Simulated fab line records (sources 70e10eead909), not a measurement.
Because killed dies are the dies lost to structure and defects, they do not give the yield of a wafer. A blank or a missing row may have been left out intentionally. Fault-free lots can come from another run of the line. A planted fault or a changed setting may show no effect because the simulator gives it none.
A struck lot beside a sound one    flow nand harc    14 steps out of a route of 1159
Sound: wafers L873.2, L873.4, L873.6. Struck: wafer L878.2 (L878.1, L878.3, from the same lot, were not struck and are left out); the cause is given at the end.
For every step that has rows: the tool of each side, followed by ch and its chambers, followed by its first start. Under that, the readings that differ: sound wafers    struck wafers    difference of the means    sigmas: that difference in standard deviations of wafers without a fault.
alike: readings with means less than 2 such deviations apart, plus words and numbers identical on both sides. not compared: withheld readings, readings lacking a value on some wafer, bounds such as >300 that could conceal the same value, and numbers that have no deviation in the record and whose values overlap.
The two part at a step that has a row with sigmas, a row that says differs or no value, or rows on one side only. Non-overlapping numbers with no deviation appear without sigmas and do not part them. Lack of a reading on every wafer of one side parts them only where that side has two or more wafers.

first, 1 step without rows for these wafers: NHARC_A_M1_PRE_CLEAN_30 (time 30 s).
NHARC_A_M1_PVD_20: deposits TaN, target thk 5 nm, time 8.06 s.
  sound on pvd sputter-03; struck on pvd sputter-03
  alike: throttle valve pct
then, 2 steps without rows for these wafers: NHARC_A_M1_PVD_21 (deposits Cu, target thk 30 nm, time 20.49 s); NHARC_A_M1_ECD_22 (material Cu, target thk 400 nm).
NHARC_A_M1_ANNEAL_31: time 90 s.
  sound on rtp anneal-01 ch 0, day 19 12:37; struck on rtp anneal-02 ch 0, day 20 14:24
  alike: anneal temp c max, wafer_temp_C_max
NHARC_A_M1_CMP_23: polishes, t overpolish 20 s, target thk 154.34 nm.
  sound on cmp-02 ch 1,2, day 19 12:56; struck on cmp-03 ch 3, day 20 14:44
  alike: motor current A, slurry flow ml min, time to endpoint s
NHARC_A_M1_THK_MEAS_24: measures by xrf.
  struck on film metro-01, day 20 15:03; sound on film metro-01, day 19 13:15
reading      sound              struck  difference  sigmas
thk nm (nm)  155.2 152.2 150.5  156.0   +3.4        +2
after that, 1 step had no rows for these wafers: NHARC_A_M1_SRD_25.
NHARC_A_M1_INSPECT_27:
  struck on defect inspect-02, day 20 15:13; sound on defect inspect-01, day 19 13:25
  alike: raw defect count
then, 1 step without rows for these wafers: NHARC_A_M1_PRE_CLEAN_32 (time 12 s).
NHARC_A_M1_DEP_33: deposits SiCN, target thk 30 nm.
  sound on pecvd-02 ch 1,2, day 19 13:46; struck on pecvd-04 ch 2, day 20 15:22
  alike: heater power w, rf fwd power W, showerhead vpp V
NHARC_A_BONDPAD_DEP_00: deposits SiCN, target thk 250 nm.
  sound on pecvd-02 ch 0,2, day 19 14:20; struck on pecvd-01 ch 0, day 20 15:55
reading               sound              struck  difference  sigmas
rf fwd power W (W)    449.9 449.8 448.3  266.1   -183.2      -99 or more
showerhead vpp V (V)  1359 1388 1311     1016    -337        -6
  alike: heater power w
NHARC_A_BONDPAD_CMP_29: polishes SiCN, target thk 200 nm.
  sound on cmp-02 ch 1,2,3, day 19 14:41; struck on cmp-02 ch 2, day 20 16:19
  alike: motor current A, slurry flow ml min
NHARC_END_SORT_01:
  only the struck wafers appear in the record here, on prober-01 ch 0 at day 22 10:23; the sound ones have no rows

WHERE THEY PART
At NHARC_A_M1_THK_MEAS_24 first; at NHARC_END_SORT_01 last (within this record only).

WHY: the cause the simulator had injected
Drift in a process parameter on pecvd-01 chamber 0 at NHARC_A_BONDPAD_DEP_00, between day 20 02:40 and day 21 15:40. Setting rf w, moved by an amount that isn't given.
